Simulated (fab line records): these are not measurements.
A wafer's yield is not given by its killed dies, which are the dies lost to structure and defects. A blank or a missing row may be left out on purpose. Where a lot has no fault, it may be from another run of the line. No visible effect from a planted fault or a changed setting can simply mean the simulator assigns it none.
Chamber matching | flow nand-harc | rie-diel-02 running NHARC_A_STAIRCASE_ETCH_253: 4 sister chambers
The step etches the open film in C4F8/O2, target depth 50 nm, time 20.2 s. 4 wafers are shown with their chamber, then 8 later ones without.

## WAFERS, EACH WITH ITS CHAMBER
wafer  | chamber | rf-vpp-V (V)
L076.3 | 3       | 905
L077.6 | 0       | 903
L081.6 | 1       | 896
L087.1 | 2       | 891

## WAFERS WHOSE CHAMBER IS MISSING
wafer  | rf-vpp-V (V)
L087.2 | 905
L087.6 | 894
L092.4 | 896
L092.5 | 904
L092.6 | 890
L093.1 | 890
L093.4 | 895
L093.5 | 902

## THE CHAMBER EACH PASSED THROUGH
wafer  | from the rows above     | in truth
L087.2 | can't be placed: 3 or 0 | 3
L087.6 | can't be placed: 1 or 2 | 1
L092.4 | 1                       | 1
L092.5 | can't be placed: 0 or 3 | 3
L092.6 | 2                       | 2
L093.1 | 2                       | 2
L093.4 | 1                       | 1
L093.5 | can't be placed: 0 or 3 | 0
Placed correctly: 4 of 8. Not placeable from these rows: 4 (in 4, the candidates include the true chamber). Number placed wrongly: 0.
How it was worked out, from the rows above alone: a wafer's distance from a chamber is the root of the sum, over the readings, of the square of ((its reading less the chamber's mean) divided by the reading's scatter). The wafer belongs to the nearest chamber; if the next one is less than 2 further off, it can't be placed. Each chamber's mean is taken over the wafers shown for it. The scatter: with one shown wafer a chamber, the root of the mean of the squares of how far each hidden wafer lies from its nearest shown one.
